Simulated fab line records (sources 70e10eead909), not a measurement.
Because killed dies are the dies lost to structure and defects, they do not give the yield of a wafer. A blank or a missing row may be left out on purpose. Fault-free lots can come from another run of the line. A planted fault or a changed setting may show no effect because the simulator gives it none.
Which of the tools did it? + flow nandHarc + Sampling: 13 lots, 39 wafers, 5 of 1159 route steps

WHAT EACH GAUGE READ, for each wafer
NHARC_P_M0_CD_MEAS_09: target cd 90 nm. Usual: 89.9 nm for cdNm, sd 0.66.
| lot  | measured     | on       | cdNm (nm)      | flag |
|------|--------------|----------|----------------|------|
| L117 | day 6 01:23  | cdSem-01 | 89.8 90.8 89.0 |      |
| L121 | day 6 19:37  | cdSem-02 | 90.1 89.8 90.2 |      |
| L120 | day 6 20:20  | cdSem-01 | 90.1 89.9 89.8 |      |
| L122 | day 7 09:04  | cdSem-01 | 89.9 90.1 90.0 |      |
| L124 | day 8 00:34  | cdSem-02 | 89.5 90.7 90.3 |      |
| L125 | day 8 01:08  | cdSem-03 | 90.1 89.1 89.4 |      |
| L126 | day 8 06:20  | cdSem-01 | 88.8 88.9 89.6 |      |
| L128 | day 9 04:54  | cdSem-03 | 90.5 90.5 90.8 |      |
| L129 | day 9 11:00  | cdSem-01 | 90.6 89.4 89.6 |      |
| L135 | day 10 12:35 | cdSem-02 | 89.6 90.1      |      |
| L138 | day 11 01:26 | cdSem-01 | 89.7 88.8 88.7 |      |
| L139 | day 11 18:14 | cdSem-01 | 89.4 89.8 89.0 |      |

NHARC_P_M0_OVL_MEAS_10: pitch 180 nm. Usual: overlayXNm 0.3 nm, standard deviation 0.78; overlayYNm -0.2 nm, standard deviation 0.99.
| lot  | measured     | on         | overlayXNm (nm) | overlayYNm (nm) | flag |
|------|--------------|------------|-----------------|-----------------|------|
| L117 | day 6 01:28  | overlay-01 | 1.5 1.8 2.0     | 0.3 0.8 1.2     |      |
| L121 | day 6 19:43  | overlay-01 | 0.2 0.4 0.7     | -1.9 -2.1 -1.5  |      |
| L120 | day 6 20:26  | overlay-02 | -0.1 -0.6 -0.4  | 1.9 1.6 2.1     |      |
| L122 | day 7 09:09  | overlay-01 | 0.6 0.3 0.7     | 1.3 0.9 1.3     |      |
| L124 | day 8 00:40  | overlay-02 | -1.0 -0.6 -0.2  | -0.6 -1.2 -0.9  |      |
| L125 | day 8 01:13  | overlay-01 | -0.4 -0.8 -0.2  | 0.2 -0.3 -0.4   |      |
| L126 | day 8 06:25  | overlay-02 | 0.8 1.3 0.9     | -1.9 -1.9 -1.1  |      |
| L128 | day 9 04:59  | overlay-01 | 0.6 -0.3 0.3    | 1.3 1.7 1.0     |      |
| L129 | day 9 11:06  | overlay-02 | 0.3 -0.7 0.8    | 0.4 0.1 0.8     |      |
| L135 | day 10 12:40 | overlay-02 | 0.4 0.1         | 0.2 -0.3        |      |
| L138 | day 11 01:32 | overlay-01 | -0.4 0.2 0.2    | 0.6 0.4 0.3     |      |
| L139 | day 11 18:19 | overlay-01 | 0.7 0.3 1.1     | -1.5 -0.7 -1.2  |      |

NHARC_END_SORT_01. Usual: killedAtArray 27, standard deviation 10; killedAtOther 0.6, standard deviation 0.96; killedAtPeriphery 3.4, standard deviation 2.7; killedDies 31, standard deviation 10; killedOpen 2.9, standard deviation 1.8; killedShort 1.8, standard deviation 1.4.
| lot  | measured     | on        | killedAtArray | killedAtOther | killedAtPeriphery | killedDies  | killedOpen | killedShort | flag |
|------|--------------|-----------|---------------|---------------|-------------------|-------------|------------|-------------|------|
| L136 | day 24 11:37 | prober-02 | 35 28 31      | 1 0 0         | 641 649 646       | 677 677 677 | 1 4 2      | 2 1 1       | OFF  |
| L135 | day 24 20:59 | prober-02 | 35 28 37      | 0 0 1         | 642 0 2           | 677 28 40   | 4 1 1      | 2 0 4       | OFF  |

EACH LOT AND THE TOOL THAT RAN IT (in order: tool; ch and the chambers of the sampled wafers; start)
| lot  | NHARC_P_CONTACT_ETCH_36                      | NHARC_P_CONTACT_ETCH_18           |
|------|----------------------------------------------|-----------------------------------|
| L117 | rieDiel-09 ch 1,2,3, day 5 18:10 or earlier  | rieDiel-09 ch 0,1,2, day 5 18:10  |
| L121 | rieDiel-08 ch 0,2,3, day 6 14:49 or earlier  | rieDiel-08 ch 1,2,3, day 6 14:49  |
| L120 | rieDiel-09 ch 1,2, day 6 15:26 or earlier    | rieDiel-09 ch 1,3, day 6 15:26    |
| L122 | rieDiel-09 ch 0,1,3, day 7 02:14 or earlier  | rieDiel-09 ch 0,1,3, day 7 02:14  |
| L124 | rieDiel-06 ch 0,2,3, day 7 19:59 or earlier  | rieDiel-06 ch 1,3, day 7 19:59    |
| L125 | rieDiel-09 ch 0,1,3, day 7 20:41 or earlier  | rieDiel-09 ch 0,3, day 7 20:41    |
| L126 | rieDiel-06 ch 0,2,3, day 8 01:52 or earlier  | rieDiel-06 ch 0,2, day 8 01:52    |
| L128 | rieDiel-06 ch 0,1, day 9 01:26 or earlier    | rieDiel-06 ch 0,1, day 9 01:26    |
| L129 | rieDiel-09 ch 0,2,3, day 9 07:10 or earlier  | rieDiel-09 ch 0,2, day 9 07:10    |
| L136 | rieDiel-09 ch 0,2,3, day 10 06:18 or earlier | rieDiel-09 ch 0,1,2, day 10 06:18 |
| L135 | rieDiel-09 ch 0,1,2, day 10 07:34 or earlier | rieDiel-09 ch 1,3, day 10 07:34   |
| L138 | rieDiel-08 ch 0,1,3, day 10 21:34 or earlier | rieDiel-08 ch 1,2,3, day 10 21:34 |
| L139 | rieDiel-06 ch 0,1, day 11 11:58 or earlier   | rieDiel-06 ch 1,2, day 11 11:58   |
- NHARC_P_CONTACT_ETCH_36: etches the open film in N2/H2, target depth 260 nm, time 406.25 s.
- NHARC_P_CONTACT_ETCH_18: etches the open film in C4F8/O2/Ar, target depth 481 nm, time 240.5 s.

AS READ BY THE TOOLS THEMSELVES (means over the sampled wafers that have a number; for cases with no such wafer, the mark the record gives instead)
NHARC_P_CONTACT_ETCH_36. Usual: drypumpMotorCurrentA 5.7 A, standard deviation 0.52; h2FlowSccm 150.0 sccm, standard deviation 0.45; oesProductAu 1.007 a.u., standard deviation 0.013; rfVppV 430.2 V, standard deviation 2.6; runLengthS 427.6 s, standard deviation 0.32; showerheadPlenumPTorr 2.03 Torr, standard deviation 0.09; throttleValvePct 14.172 %, standard deviation 0.0085.
| lot  | tool       | drypumpMotorCurrentA (A) | h2FlowSccm (sccm) | oesProductAu (a.u.) | rfVppV (V) | runLengthS (s) | showerheadPlenumPTorr (Torr) | throttleValvePct (%) | flag |
|------|------------|--------------------------|-------------------|---------------------|------------|----------------|------------------------------|----------------------|------|
| L117 | rieDiel-09 | 5.9                      | 149.8             | 1.005               | 429.6      | 427.6          | 2.02                         | 14.177               |      |
| L121 | rieDiel-08 | 6.3                      | 150.1             | 1.017               | 430.9      | 427.4          | 2.04                         | 14.166               |      |
| L120 | rieDiel-09 | 5.8                      | 150.4             | 1.014               | 431.6      | 427.6          | 2.06                         | 14.180               |      |
| L122 | rieDiel-09 | 5.8                      | 150.2             | 1.003               | 430.5      | 427.5          | 2.06                         | 14.168               |      |
| L124 | rieDiel-06 | 5.6                      | 150.1             | 1.014               | 428.9      | 427.5          | 1.99                         | 14.171               |      |
| L125 | rieDiel-09 | 5.8                      | 150.3             | 1.007               | 430.6      | 427.6          | 2.06                         | 14.170               |      |
| L126 | rieDiel-06 | 5.6                      | 150.1             | 1.017               | 430.0      | 427.5          | 1.99                         | 14.176               |      |
| L128 | rieDiel-06 | 5.5                      | 150.0             | 0.991               | 431.5      | 428.0          | 2.04                         | 14.177               |      |
| L129 | rieDiel-09 | 5.6                      | 149.7             | 1.009               | 429.9      | 427.5          | 2.05                         | 14.171               |      |
| L136 | rieDiel-09 | 5.6                      | 149.7             | 1.004               | 430.8      | 427.8          | 2.05                         | 14.174               |      |
| L135 | rieDiel-09 | 5.7                      | 149.7             | 1.003               | 432.5      | 427.6          | 2.09                         | 14.172               |      |
| L138 | rieDiel-08 | 6.3                      | 150.0             | 1.025               | 429.3      | 427.4          | 1.99                         | 14.169               |      |
| L139 | rieDiel-06 | 5.2                      | 149.9             | 1.007               | 429.2      | 427.9          | 1.98                         | 14.172               |      |

NHARC_P_CONTACT_ETCH_18. Usual: oesProductAu 0.967 a.u., standard deviation 0.02; rfVppV 977 V, standard deviation 5.9; runLengthS 261.87 s, standard deviation 0.3.
| lot  | tool       | oesProductAu (a.u.) | rfVppV (V) | runLengthS (s) | flag |
|------|------------|---------------------|------------|----------------|------|
| L117 | rieDiel-09 | 0.971               | 982        | 261.74         |      |
| L121 | rieDiel-08 | 0.994               | 977        | 261.55         |      |
| L120 | rieDiel-09 | 0.930               | 977        | 261.64         |      |
| L122 | rieDiel-09 | 0.967               | 980        | 261.88         |      |
| L124 | rieDiel-06 | 0.963               | 983        | 261.70         |      |
| L125 | rieDiel-09 | 0.951               | 977        | 262.00         |      |
| L126 | rieDiel-06 | 0.990               | 970        | 262.20         |      |
| L128 | rieDiel-06 | 0.971               | 974        | 262.21         |      |
| L129 | rieDiel-09 | 0.967               | 981        | 261.89         |      |
| L136 | rieDiel-09 | 0.971               | 982        | 221.09         | OFF  |
| L135 | rieDiel-09 | 0.977               | 974        | 248.15         | OFF  |
| L138 | rieDiel-08 | 0.984               | 976        | 261.57         |      |
| L139 | rieDiel-06 | 0.970               | 974        | 262.03         |      |

THE ANSWER, worked out from the rows above alone
Rule: take the mean of a lot's wafers that have a number; if it is more than 3 standard deviations from the usual mean, the lot is off. A lot without any number at a reading at which 4 lots or more have one is off too. The other lots that the step has rows for count as sound. Order of review: gauges by route order, followed by the tools' own readings, for which a lot's mean as printed above is used. At the first step where some lot is off, the reading lying furthest off is the one used; lots without a number count as furthest.
Off, at NHARC_END_SORT_01 on killedAtPeriphery: L136, L135. Neither off nor sound, because the step has no rows for them: L117, L121, L120, L122, L124, L125, L126, L128, L129, L138, L139.
A tool fits if, at a process step before that reading, it ran every lot that is off, and no sound lot after the first of them. The gauges at NHARC_END_SORT_01 aren't tried: what is off there is off at NHARC_P_CONTACT_ETCH_18 too, on other tools, and a gauge's error can't cause that. NHARC_P_CONTACT_ETCH_36: start missing for some lots; hours and lot order therefore follow NHARC_P_CONTACT_ETCH_18. One fits: NHARC_P_CONTACT_ETCH_36 and NHARC_P_CONTACT_ETCH_18 on rieDiel-09. It ran no sound lot before its first lot that is off in this sample, so the start can't be narrowed down.

WHAT THE SIMULATOR HAD PUT IN
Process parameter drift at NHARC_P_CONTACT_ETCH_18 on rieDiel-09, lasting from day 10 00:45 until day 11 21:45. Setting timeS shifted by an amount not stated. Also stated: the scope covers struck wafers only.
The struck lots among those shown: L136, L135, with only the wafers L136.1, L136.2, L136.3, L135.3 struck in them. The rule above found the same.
